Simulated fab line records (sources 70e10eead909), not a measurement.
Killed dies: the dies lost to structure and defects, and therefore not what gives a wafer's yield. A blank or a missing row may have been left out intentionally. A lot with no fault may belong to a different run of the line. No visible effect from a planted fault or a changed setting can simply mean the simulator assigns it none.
fab line records ; flow nandHarc
record: lots: 6; wafers: 18; lastDay: 33
route steps=1302 shown A_CHANNEL_HOLE_D1@480 A_CHANNEL_FILL_D1@490 A_DECK1_JOINT@518 END@1301
lots that met no fault: taken from a fault-free run of the same line
startH: hours from the record's first day to the start of the lot's first wafer shown ; waitH: hours elapsed since this lot's preceding step ; " as in the row above ; L1.1+2: a single row standing in for several wafers ; - no value, or no start was given ; * or withheld: withheld ; < > ~ a bound
route shown NAME@n: a module of which the file shows steps, and the number in the route of the first ; usual: average and standard deviation across the fault-free wafers ; same: alike in all rows ; chamber/n: place in a boat ; sites: readings site by site ; _std_site: the values' standard deviation ; _edge_site: mean of outer sites minus mean of inner sites ; radiusMm: for every site, how far away it sits from the centre of the wafer ; mask NAME#n: copy n ; behind: the most recent tool/chamber to have shaped the wafer ; hold: reason for holding the lot/hours on hold/outcome of the hold ; device: the n, p or np transistor that did not switch ; end of line: the same wafers' tests at the end of the route ; step lacking rows: just its recipe ; killed: dies lost to structure and defects at the first sort, not the wafer's yield ; map: shows each die of a wafer: x if killed, . if not, _ if none is there
set.NAME: setting as actually run; set.NAME@STEP: the setting as run at that earlier step ; model.NAME: the simulator's own value behind a step, which no gauge read
certain route steps with their lots: each step a table, each wafer a row
services: the hour from which a tool's chamber was out of use, counted from the record's first day as startH (under 0 if before that day), plus the number of hours and why
== steps ==
step: NHARC_A_CHANNEL_HOLE_D1_STRIP_41
recipe: n2FlowSccm: 150; h2FlowSccm: 150; arFlowSccm: 0; biasW: 0; chemistry: N2/H2
step: NHARC_A_CHANNEL_HOLE_D1_STRIP_42
recipe: cf4FlowSccm: 100; chf3FlowSccm: 30; arFlowSccm: 0; biasW: 0; chemistry: CF4/CHF3
step: NHARC_A_CHANNEL_HOLE_D1_STRIP_43
recipe: o2FlowSccm: 400; cosFlowSccm: 20; arFlowSccm: 0; biasW: 0; chemistry: O2/COS
step: NHARC_A_CHANNEL_HOLE_D1_ETCH_44
recipe: targetDepthA: 1400; overetchA: 140; timeS: 77; ionEnergyEv: 100; cf4FlowSccm: 80; o2FlowSccm: 20; arFlowSccm: 0; rfW: 300; biasW: 100; chemistry: CF4/O2
usual: drypumpMotorCurrentA: 5.9/0.52; oes_ar_750_au: 1.000/0.0045; oesProductAu: 1.000/0.011; rfVppV: 197.3/1.3; showerheadPlenumPTorr: 1.31/0.04; throttleValvePct: 13.398/0.0092
lot.wafer;tool;chamber;startH;waitH;drypumpMotorCurrentA;oes_ar_750_au;oesProductAu;rfHoursCounterH;rfVppV;showerheadPlenumPTorr;throttleValvePct
L916.2;rieDiel-07;2;251.10;0.1;6.3;1.000;0.990;12;197.5;1.30;13.398
L916.4;rieDiel-07;3;251.10;0.1;5.2;1.000;1.007;10;197.3;1.30;13.392
L916.5;rieDiel-07;1;251.10;0.1;6.4;1.006;1.006;-;197.9;1.36;13.396
L920.1;rieDiel-11;2;288.17;0.1;5.3;0.997;1.013;10;196.4;1.30;13.406
L920.4;rieDiel-11;3;288.17;0.1;6.2;0.997;0.989;8;200.3;1.44;13.411
L920.2;rieDiel-11;0;288.17;0.1;6.0;1.003;0.982;7;198.7;1.43;13.409
L919.4;rieDiel-07;1;292.25;0.1;6.4;0.998;1.015;13;199.4;1.36;13.382
L919.2;rieDiel-07;2;292.25;0.1;6.3;0.998;0.981;17;196.5;1.30;13.391
L919.1;rieDiel-07;3;292.25;0.1;5.2;0.999;1.011;15;196.8;1.30;13.388
L927.4;rieDiel-07;1;369.46;0.1;6.3;0.998;0.991;7;198.7;1.36;13.404
L927.2;rieDiel-07;2;369.46;0.1;6.3;1.003;1.004;7;197.2;1.30;13.393
L927.3;rieDiel-07;0;369.46;0.1;5.4;1.002;1.010;7;196.2;1.26;13.395
L928.4;rieDiel-11;2;371.02;0.1;5.3;1.005;1.023;37;198.0;1.29;13.400
L928.1;rieDiel-11;1;371.02;0.1;6.3;1.006;1.005;38;198.9;1.32;13.406
L928.6;rieDiel-11;3;371.02;0.1;6.2;0.998;1.007;-;200.3;1.44;13.396
L932.1;rieDiel-07;0;421.68;0.1;5.4;1.001;1.012;10;195.7;1.26;13.404
L932.3;rieDiel-07;1;421.68;0.1;6.4;1.001;1.005;12;197.0;1.36;13.400
L932.6;rieDiel-07;0;421.68;0.1;5.4;0.995;1.010;-;196.6;1.26;13.416
step: NHARC_A_CHANNEL_HOLE_D1_STRIP_27
recipe: o2FlowSccm: 500; arFlowSccm: 0; biasW: 0; chemistry: O2
step: NHARC_A_CHANNEL_HOLE_D1_PRECLEAN_28
recipe: timeS: *; tempC: 50; bathAgeMin: 0; chemistry: SC1
step: NHARC_A_CHANNEL_HOLE_D1_SRD_29
step: NHARC_A_CHANNEL_HOLE_D1_CD_MEAS_30
usual: cdNm: 90.3/1.1
lot.wafer;tool;chamber;startH;waitH;cdNm
L916.2;cdSem-03;-;251.87;-;89.0
L916.4;cdSem-03;-;251.87;-;91.3
L916.5;cdSem-03;-;251.87;-;91.1
L920.1;cdSem-02;-;288.96;-;89.7
L920.2;cdSem-02;-;288.96;-;88.6
L920.4;cdSem-02;-;288.96;-;90.8
L919.1;cdSem-02;-;293.04;-;91.8
L919.2;cdSem-02;-;293.04;-;89.4
L919.4;cdSem-02;-;293.04;-;90.3
L927.2;cdSem-02;-;370.26;-;90.1
L927.3;cdSem-02;-;370.26;-;90.7
L927.4;cdSem-02;-;370.26;-;89.9
L928.1;cdSem-01;-;371.82;-;89.9
L928.4;cdSem-01;-;371.82;-;89.6
L928.6;cdSem-01;-;371.82;-;90.9
L932.1;cdSem-01;-;422.48;-;90.4
L932.3;cdSem-01;-;422.48;-;90.1
L932.6;cdSem-01;-;422.48;-;90.7
step: NHARC_A_CHANNEL_HOLE_D1_XSEM_31
recipe: landingEnergyEv: 35000
usual: botCdNm: 74.9/1.3; bowNm: 8.60/0.23; tiltDeg: 0.08/0.038
lot.wafer;tool;chamber;startH;waitH;botCdNm;bowNm;tiltDeg
L916.2;xsem-02;0;251.96;0.1;73.6;8.37;0.13
L916.4;xsem-02;0;251.96;0.1;75.6;8.36;0.14
L916.5;xsem-02;0;251.96;0.1;75.4;8.33;0.13
L920.1;xsem-02;0;289.05;0.1;74.1;8.15;0.03
L920.2;xsem-02;0;289.05;0.1;72.7;8.22;0.03
L920.4;xsem-02;0;289.05;0.1;75.0;8.19;0.03
L919.1;xsem-01;0;293.13;0.1;76.5;8.29;0.15
L919.2;xsem-01;0;293.13;0.1;74.5;8.29;0.15
L919.4;xsem-01;0;293.13;0.1;74.5;8.28;0.15
L927.2;xsem-01;0;370.34;0.1;75.0;8.62;0.12
L927.3;xsem-01;0;370.34;0.1;75.8;8.56;0.12
L927.4;xsem-01;0;370.34;0.1;73.9;8.61;0.12
L928.1;xsem-02;0;371.91;0.1;73.8;8.37;0.06
L928.4;xsem-02;0;371.91;0.1;73.1;8.35;0.06
L928.6;xsem-02;0;371.91;0.1;75.0;8.38;0.06
L932.1;xsem-01;0;422.56;0.1;74.3;8.90;0.11
L932.3;xsem-01;0;422.56;0.1;74.6;8.81;0.11
L932.6;xsem-01;0;422.56;0.1;73.9;8.80;0.11
step: NHARC_A_CHANNEL_HOLE_D1_INSPECT_40
usual: rawDefectCount: 75/25
lot.wafer;tool;chamber;startH;waitH;rawDefectCount
L916.2;defectInspect-01;-;252.06;-;92
L916.4;defectInspect-01;-;252.06;-;76
L916.5;defectInspect-01;-;252.06;-;94
L920.1;defectInspect-01;-;289.15;-;34
L920.2;defectInspect-01;-;289.15;-;56
L920.4;defectInspect-01;-;289.15;-;59
L919.1;defectInspect-02;-;293.22;-;36
L919.2;defectInspect-02;-;293.22;-;81
L919.4;defectInspect-02;-;293.22;-;58
L927.2;defectInspect-01;-;370.44;-;113
L927.3;defectInspect-01;-;370.44;-;76
L927.4;defectInspect-01;-;370.44;-;97
L928.1;defectInspect-02;-;372.01;-;57
L928.4;defectInspect-02;-;372.01;-;48
L928.6;defectInspect-02;-;372.01;-;81
L932.1;defectInspect-02;-;422.66;-;80
L932.3;defectInspect-02;-;422.66;-;64
L932.6;defectInspect-02;-;422.66;-;61
step: NHARC_A_CHANNEL_FILL_D1_PRECLEAN_00
recipe: timeS: *; tempC: 50; bathAgeMin: 0; chemistry: SC1
step: NHARC_A_CHANNEL_FILL_D1_SRD_01
step: NHARC_A_CHANNEL_FILL_D1_ALD_02
recipe: targetThkA: 60; pulseTimeS: 10; aldCycles: 60; tempC: 300; material: SiO2
usual: aldCycles: 60/0; heaterPowerW: 452/38; precursorPulseHeightRel: 0.997/0.02
lot.wafer;tool;chamber;startH;waitH;aldCycles;heaterPowerW;precursorPulseHeightRel
L916.2;aldHk-04;0;252.26;-;60;509;1.010
L916.4;aldHk-04;1;252.26;-;60;421;0.973
L916.5;aldHk-04;1;252.26;-;60;414;1.024
L920.2;aldHk-04;1;289.93;-;72;381;0.988
L920.1;aldHk-04;3;289.93;-;72;436;1.044
L920.4;aldHk-04;0;289.93;-;72;495;1.021
L919.2;aldHk-04;0;293.49;-;72;502;0.983
L919.1;aldHk-04;1;293.49;-;72;396;0.978
L919.4;aldHk-04;2;293.49;-;72;449;1.011
L927.2;aldHk-03;0;370.63;-;60;460;1.030
L927.3;aldHk-03;2;370.63;-;60;457;1.003
L927.4;aldHk-03;3;370.63;-;60;413;0.981
L928.4;aldHk-03;2;372.20;-;60;474;1.013
L928.1;aldHk-03;3;372.20;-;60;413;0.987
L928.6;aldHk-03;2;372.20;-;60;475;0.991
L932.1;aldHk-01;3;422.86;-;60;440;1.010
L932.3;aldHk-01;2;422.86;-;60;419;1.009
L932.6;aldHk-01;3;422.86;-;60;432;0.992
step: NHARC_A_CHANNEL_FILL_D1_ALD_03
recipe: targetThkA: 60; pulseTimeS: 60; aldCycles: 58; tempC: 630; pressureTorr: 2; material: SiNx
usual: aldCycles: 58/0; chamberPressureTorr: 2.000/0.0045; precursorPulseHeightRel: 0.998/0.021
lot.wafer;tool;chamber;startH;waitH;aldCycles;chamberPressureTorr;precursorPulseHeightRel
L916.2;aldSinBatch-01;0;-;-;58;2.007;1.009
L916.4;aldSinBatch-01;0;-;-;58;2.004;0.983
L916.5;aldSinBatch-01;0;-;-;58;2.008;0.994
L920.1;aldSinBatch-01;0;-;-;58;1.999;1.017
L920.2;aldSinBatch-01;0;-;-;58;1.994;0.993
L920.4;aldSinBatch-01;0;-;-;58;1.994;1.030
L919.1;aldSinBatch-03;0;-;-;58;2.002;1.001
L919.2;aldSinBatch-03;0;-;-;58;1.999;1.004
L919.4;aldSinBatch-03;0;-;-;58;2.018;1.013
L927.2;aldSinBatch-03;0;-;-;58;2.003;0.959
L927.3;aldSinBatch-03;0;-;-;58;2.003;0.981
L927.4;aldSinBatch-03;0;-;-;58;1.994;0.997
L928.1;aldSinBatch-03;0;-;-;58;1.995;1.002
L928.4;aldSinBatch-03;0;-;-;58;2.003;0.997
L928.6;aldSinBatch-03;0;-;-;58;1.993;1.046
L932.1;aldSinBatch-02;0;-;-;58;1.996;0.995
L932.3;aldSinBatch-02;0;-;-;58;1.998;0.987
L932.6;aldSinBatch-02;0;-;-;58;2.000;0.997
step: NHARC_A_CHANNEL_FILL_D1_ALD_14
recipe: targetThkA: 25; pulseTimeS: 10; aldCycles: 25; tempC: 300; material: SiO2
step: NHARC_A_CHANNEL_FILL_D1_ALD_15
recipe: targetThkA: 20; pulseTimeS: 60; aldCycles: 19; tempC: 630; pressureTorr: 2; material: SiNx
step: NHARC_A_CHANNEL_FILL_D1_ALD_16
recipe: targetThkA: 15; pulseTimeS: 10; aldCycles: 15; tempC: 300; material: SiO2
usual: aldCycles: 15/0; heaterPowerW: 450/38; precursorPulseHeightRel: 1.001/0.021
lot.wafer;tool;chamber;startH;waitH;aldCycles;heaterPowerW;precursorPulseHeightRel
L916.2;aldHk-01;2;264.49;0.1;15;413;0.996
L916.4;aldHk-01;3;264.49;0.1;15;406;0.971
L916.5;aldHk-01;1;264.49;0.1;15;412;1.014
L920.4;aldHk-01;3;302.13;0.0;15;411;0.959
L920.2;aldHk-01;0;302.13;0.0;15;498;1.003
L920.1;aldHk-01;2;302.13;0.0;15;419;1.002
L919.1;aldHk-04;0;305.71;0.1;15;516;1.002
L919.2;aldHk-04;1;305.71;0.1;15;389;0.992
L919.4;aldHk-04;2;305.71;0.1;15;450;1.017
L927.2;aldHk-04;2;383.92;0.0;15;453;0.978
L927.4;aldHk-04;3;383.92;0.0;15;439;1.008
L927.3;aldHk-04;0;383.92;0.0;15;504;1.036
L928.1;aldHk-03;3;383.94;0.1;15;417;0.992
L928.4;aldHk-03;1;383.94;0.1;15;506;0.985
L928.6;aldHk-03;0;383.94;0.1;15;453;1.012
L932.1;aldHk-01;0;435.67;0.7;15;512;1.009
L932.3;aldHk-01;2;435.67;0.7;15;443;1.024
L932.6;aldHk-01;1;435.67;0.7;15;439;0.982
step: NHARC_A_CHANNEL_FILL_D1_ANNEAL_17
recipe: tempC: 850; timeS: 1800
step: NHARC_A_CHANNEL_FILL_D1_CVD_18
recipe: targetThkA: 30; tempC: 550; material: poly-Si
step: NHARC_A_CHANNEL_FILL_D1_ETCHBACK_19
recipe: targetDepthA: 50; timeS: 1.7; hbrFlowSccm: 150; cl2FlowSccm: 50; rfW: 400; icpW: 400; biasW: 100; chemistry: HBr/Cl2
step: NHARC_A_CHANNEL_FILL_D1_ETCHBACK_20
recipe: targetDepthA: 270; timeS: 13.5; c4f8FlowSccm: withheld; o2FlowSccm: 8; arFlowSccm: withheld; rfW: 600; biasW: 1500; chemistry: C4F8/O2/Ar
step: NHARC_A_CHANNEL_FILL_D1_STRIP_28
recipe: timeS: 20; o2FlowSccm: 500; arFlowSccm: 0; biasW: 0; chemistry: O2
step: NHARC_A_CHANNEL_FILL_D1_PRECLEAN_21
recipe: timeS: 30; chemistry: dHF
step: NHARC_A_CHANNEL_FILL_D1_SRD_23
step: NHARC_A_CHANNEL_FILL_D1_CVD_05
recipe: targetThkA: 50; tempC: 550; material: poly-Si
step: NHARC_A_CHANNEL_FILL_D1_ANNEAL_22
recipe: tempC: 620; timeS: 7200
step: NHARC_A_CHANNEL_FILL_D1_THK_MEAS_06
recipe: thkMeasGauge: ellipsometry
usual: thkNm: 5.1/1
lot.wafer;tool;chamber;startH;waitH;thkNm
L916.2;filmMetro-01;-;287.95;0.4;4.6
L916.4;filmMetro-01;-;287.95;0.4;5.4
L916.5;filmMetro-01;-;287.95;0.4;4.9
L920.1;filmMetro-02;-;327.23;0.4;4.1
L920.2;filmMetro-02;-;327.23;0.4;5.3
L920.4;filmMetro-02;-;327.23;0.4;4.7
L919.1;filmMetro-01;-;327.23;0.4;6.6
L919.2;filmMetro-01;-;327.23;0.4;5.8
L919.4;filmMetro-01;-;327.23;0.4;5.7
L928.1;filmMetro-01;-;407.45;0.4;4.3
L928.4;filmMetro-01;-;407.45;0.4;5.1
L928.6;filmMetro-01;-;407.45;0.4;6.5
L927.2;filmMetro-02;-;407.45;0.4;5.5
L927.3;filmMetro-02;-;407.45;0.4;5.7
L927.4;filmMetro-02;-;407.45;0.4;4.4
L932.1;filmMetro-01;-;459.90;0.4;4.8
L932.3;filmMetro-01;-;459.90;0.4;6.0
L932.6;filmMetro-01;-;459.90;0.4;6.5
step: NHARC_A_CHANNEL_FILL_D1_ALD_25
recipe: targetThkA: 600; pulseTimeS: 10; aldCycles: 600; tempC: 300; material: SiOx
step: NHARC_A_CHANNEL_FILL_D1_ETCHBACK_08
recipe: targetDepthA: 2200; timeS: 110; c4f8FlowSccm: 20; arFlowSccm: withheld; rfW: 600; biasW: 300; chemistry: C4F8
step: NHARC_A_CHANNEL_FILL_D1_STRIP_29
recipe: timeS: 20; o2FlowSccm: 500; arFlowSccm: 0; biasW: 0; chemistry: O2
step: NHARC_A_CHANNEL_FILL_D1_PRECLEAN_30
recipe: timeS: 30; chemistry: dHF
step: NHARC_A_CHANNEL_FILL_D1_SRD_31
step: NHARC_A_CHANNEL_FILL_D1_CVD_09
recipe: targetThkA: 1500; tempC: 620; pressureMtorr: 200; timeS: 3000; material: poly-Si
step: NHARC_A_CHANNEL_FILL_D1_CMP_10
recipe: targetThkNm: 150
usual: motorCurrentA: 12.2/1.2; timeToEndpointS: 16.3/2.2
lot.wafer;tool;chamber;startH;waitH;motorCurrentA;timeToEndpointS
L916.2;cmp-04;0;299.48;0.4;11.5;16.5
L916.4;cmp-04;1;299.48;0.4;11.2;17.4
L916.5;cmp-04;1;299.48;0.4;10.9;17.1
L919.2;cmp-04;3;338.57;0.4;13.6;14.5
L919.1;cmp-04;1;338.57;0.4;10.8;15.2
L919.4;cmp-04;2;338.57;0.4;11.6;14.4
L920.1;cmp-01;2;342.51;0.4;12.0;19.2
L920.2;cmp-01;0;342.51;0.4;13.1;15.2
L920.4;cmp-01;1;342.51;0.4;12.5;16.1
L928.4;cmp-04;2;418.99;0.4;11.5;12.8
L928.1;cmp-04;3;418.99;0.4;14.3;11.6
L928.6;cmp-04;3;418.99;0.4;14.4;11.9
L927.2;cmp-01;2;418.99;0.4;12.3;16.4
L927.4;cmp-01;0;418.99;0.4;12.8;13.8
L927.3;cmp-01;1;418.99;0.4;12.6;14.5
L932.3;cmp-02;0;471.42;0.4;13.4;17.4
L932.1;cmp-02;1;471.42;0.4;12.2;14.8
L932.6;cmp-02;3;471.42;0.4;9.9;18.6
step: NHARC_A_CHANNEL_FILL_D1_SRD_12
step: NHARC_A_CHANNEL_FILL_D1_INSPECT_13
usual: rawDefectCount: 330/130
lot.wafer;tool;chamber;startH;waitH;rawDefectCount
L916.2;defectInspect-01;-;299.89;0.0;168
L916.4;defectInspect-01;-;299.89;0.0;148
L916.5;defectInspect-01;-;299.89;0.0;202
L919.1;defectInspect-01;-;338.98;0.0;103
L919.2;defectInspect-01;-;338.98;0.0;186
L919.4;defectInspect-01;-;338.98;0.0;529
L920.1;defectInspect-01;-;342.92;0.0;377
L920.2;defectInspect-01;-;342.92;0.0;235
L920.4;defectInspect-01;-;342.92;0.0;229
L927.2;defectInspect-02;-;419.40;0.0;282
L927.3;defectInspect-02;-;419.40;0.0;252
L927.4;defectInspect-02;-;419.40;0.0;253
L928.1;defectInspect-01;-;419.40;0.0;494
L928.4;defectInspect-01;-;419.40;0.0;339
L928.6;defectInspect-01;-;419.40;0.0;427
L932.1;defectInspect-02;-;471.81;0.0;493
L932.3;defectInspect-02;-;471.81;0.0;384
L932.6;defectInspect-02;-;471.81;0.0;401
step: NHARC_A_DECK1_JOINT_ETCHBACK_07
recipe: targetDepthA: 1050; timeS: 26.9; hbrFlowSccm: 150; rfW: 350; icpW: 350; biasW: 60; chemistry: HBr
step: NHARC_A_DECK1_JOINT_ETCH_25
recipe: targetDepthA: 5; chemistry: dHF; material: SiO2
step: NHARC_A_DECK1_JOINT_ETCH_19
recipe: tempC: 25; targetDepthA: 30; chemistry: TMAH; material: poly-Si
step: NHARC_A_DECK1_JOINT_ETCH_18
recipe: targetDepthA: 30; chemistry: dHF; material: SiO2
step: NHARC_END_WLT_00
usual: VT_DECK1_BOTTOM: 0.872/0.0063; VT_DECK1_BOTTOM_INNER: 0.872/0.0067; VT_DECK1_MEDIAN_NEAR_BOTTOM: 0.873/0.0066; VT_DECK1_MEDIAN_NEAR_BOTTOM_INNER: 0.873/0.0062; VT_DECK1_MIDDLE: 0.884/0.0063; VT_DECK1_MIDDLE_INNER: 0.885/0.0063; VT_DECK1_TOP: 0.896/0.0066; VT_DECK1_TOP_INNER: 0.896/0.0059; VT_DECK2_BOTTOM: 0.868/0.0069; VT_DECK2_BOTTOM_INNER: 0.868/0.0064; VT_DECK2_MEDIAN_NEAR_BOTTOM: 0.869/0.0071; VT_DECK2_MEDIAN_NEAR_BOTTOM_INNER: 0.868/0.007; VT_DECK2_MIDDLE: 0.881/0.0065; VT_DECK2_MIDDLE_INNER: 0.881/0.0066; VT_DECK2_TOP: 0.893/0.0067; VT_DECK2_TOP_INNER: 0.893/0.0067
lot.wafer;tool;chamber;startH;waitH;VT_DECK1_BOTTOM;VT_DECK1_BOTTOM_INNER;VT_DECK1_MEDIAN_NEAR_BOTTOM;VT_DECK1_MEDIAN_NEAR_BOTTOM_INNER;VT_DECK1_MIDDLE;VT_DECK1_MIDDLE_INNER;VT_DECK1_TOP;VT_DECK1_TOP_INNER;VT_DECK2_BOTTOM;VT_DECK2_BOTTOM_INNER;VT_DECK2_MEDIAN_NEAR_BOTTOM;VT_DECK2_MEDIAN_NEAR_BOTTOM_INNER;VT_DECK2_MIDDLE;VT_DECK2_MIDDLE_INNER;VT_DECK2_TOP;VT_DECK2_TOP_INNER
L916.2;prober-02;-;618.69;0.6;0.867;0.864;0.867;0.867;0.885;0.887;0.898;0.890;0.864;0.862;0.860;0.870;0.873;0.875;0.890;0.896
L916.4;prober-02;-;619.70;1.6;0.866;0.866;0.872;0.871;0.885;0.883;0.902;0.894;0.875;0.870;0.871;0.864;0.872;0.877;0.890;0.885
L916.5;prober-02;-;619.70;1.6;0.870;0.874;0.876;0.867;0.886;0.885;0.888;0.888;0.866;0.862;0.867;0.869;0.880;0.880;0.898;0.897
L919.1;prober-02;-;651.60;0.1;0.894;0.894;0.897;0.905;0.911;0.906;0.925;0.913;0.859;0.866;0.858;0.864;0.886;0.881;0.897;0.893
L919.2;prober-02;-;651.60;0.1;0.887;0.892;0.893;0.892;0.900;0.907;0.915;0.914;0.867;0.863;0.866;0.870;0.887;0.881;0.896;0.886
L919.4;prober-02;-;653.09;1.6;0.885;0.900;0.893;0.893;0.901;0.912;0.925;0.918;0.866;0.870;0.861;0.868;0.878;0.872;0.893;0.896
L920.1;prober-02;-;668.20;0.1;0.889;0.887;0.878;0.891;0.905;0.904;0.925;0.920;0.867;0.866;0.862;0.858;0.882;0.879;0.891;0.885
L920.2;prober-02;-;668.20;0.1;0.877;0.888;0.884;0.887;0.905;0.898;0.919;0.916;0.866;0.867;0.866;0.869;0.868;0.880;0.887;0.887
L920.4;prober-02;-;669.70;1.6;0.897;0.884;0.893;0.894;0.912;0.901;0.913;0.917;0.857;0.868;0.870;0.863;0.869;0.884;0.885;0.892
L928.1;prober-02;-;741.28;0.1;0.867;0.865;0.866;0.872;0.878;0.879;0.895;0.886;0.871;0.877;0.877;0.874;0.894;0.886;0.900;0.903
L928.4;prober-02;-;742.77;1.6;0.868;0.873;0.874;0.872;0.878;0.874;0.887;0.897;0.877;0.875;0.872;0.878;0.888;0.888;0.899;0.908
L928.6;prober-02;-;743.77;2.5;0.866;0.871;0.866;0.871;0.875;0.880;0.905;0.895;0.877;0.880;0.879;0.872;0.893;0.883;0.897;0.898
L927.2;prober-01;-;745.63;4.4;0.877;0.884;0.874;0.871;0.887;0.883;0.903;0.904;0.887;0.880;0.882;0.883;0.889;0.887;0.902;0.894
L927.3;prober-01;-;745.63;4.4;0.881;0.877;0.879;0.877;0.884;0.894;0.907;0.904;0.868;0.864;0.872;0.867;0.883;0.891;0.902;0.897
L927.4;prober-01;-;745.63;4.4;0.874;0.878;0.878;0.877;0.887;0.888;0.901;0.901;0.871;0.871;0.877;0.871;0.892;0.883;0.887;0.899
L932.1;prober-01;-;795.24;0.0;0.884;0.886;0.881;0.880;0.886;0.890;0.906;0.916;0.868;0.866;0.871;0.870;0.877;0.878;0.891;0.892
L932.3;prober-01;-;796.24;1.0;0.888;0.877;0.886;0.877;0.899;0.901;0.903;0.911;0.867;0.876;0.862;0.864;0.874;0.879;0.884;0.883
L932.6;prober-01;-;797.73;2.5;0.886;0.886;0.877;0.887;0.894;0.890;0.907;0.904;0.863;0.864;0.861;0.858;0.876;0.871;0.897;0.886
step: NHARC_END_SORT_01
recipe: tempC: 25
usual: killedAtArray: 55/20; killedAtOther: 0.7/0.96; killedAtPeriphery: 4.1/2.4; killedDies: 60/20; killedOpen: 3.3/1.9; killedShort: 2.8/1.6
same: grossDies: 677
lot.wafer;tool;chamber;startH;waitH;killedAtArray;killedAtOther;killedAtPeriphery;killedDies;killedOpen;killedShort
L916.4;prober-02;0;623.59;3.4;64;0;3;67;3;4
killed by level:class
L916.4 A_CHANNEL_HOLE_D1:chamberFilmFlake=28 A_CHANNEL_HOLE_D2:chamberFilmFlake=12 A_SGD_CUT:chamberFilmFlake=6 A_STAIRCASE:chamberFilmFlake=5 A_CONTACT:chamberFilmFlake=3 A_WL_FILL:geometricParticle:short=2 A_DECK1_JOINT:chamberFilmFlake=2 P_M0:geometricParticle:open=1
== services ==
tool;chamber;startH;hours;kind
xsem-02;-;243.09;0.6;repair
aldHk-01;-;251.76;0.4;repair
aldHk-04;-;254.95;10.0;pm
rieDiel-11;-;255.59;9.0;pm
rieDiel-07;1;257.86;26.7;repair
cmp-04;-;260.51;2.2;repair
rieDiel-11;3;270.66;5.1;repair
cmp-01;-;273.47;0.3;repair
cmp-01;-;286.32;4.0;pm
rieDiel-07;-;295.23;9.0;pm
cmp-01;-;296.61;0.9;repair
aldHk-01;-;303.25;10.0;pm
cmp-04;-;307.24;4.0;pm
aldHk-01;-;361.96;0.6;repair
xsem-01;-;374.00;14.0;pm
aldHk-03;-;390.69;10.0;pm
rieDiel-07;0;393.05;6.1;repair
rieDiel-07;3;394.05;3.6;repair
rieDiel-07;3;403.06;3.0;repair
cmp-04;-;405.24;4.0;pm
rieDiel-07;-;409.96;0.6;repair
xsem-01;-;418.46;3.8;repair
aldHk-04;-;432.95;10.0;pm
cmp-04;-;445.60;6.0;repair
== key ==
firstSign: step: NHARC_A_CHANNEL_FILL_D1_ALD_02; reading: aldCycles; direction: up; sigmas: 99+; usual: 60; struck: 72
effect: step: NHARC_END_WLT_00; reading: VT_DECK1_TOP; direction: up; sigmas: 3.7; usual: 0.896; struck: 0.921
metAt NHARC_A_CHANNEL_FILL_D1_ALD_02
struckWafers L919.1,L919.2,L919.4,L920.1,L920.2,L920.4
testerLeftOut L919,L920
onsetBetween 252.26 289.93
fault: kind: processParameterDrift; tool: aldHk-04; chamber: -; onsetH: 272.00; steps: NHARC_A_CHANNEL_FILL_D1_ALD_02; channel: aldCycles; offset: 12; shape: step; endH: 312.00; actsIn: theseRecipesOnly; stated: 60
testerLeftOut: of these lots the tester's yield and bins aren't shown, on N5 and GAA mostly nor the transistor test; their killed dies are dies lost to structure and defects alone, not to doping, threshold or leakage, so they don't give the yield
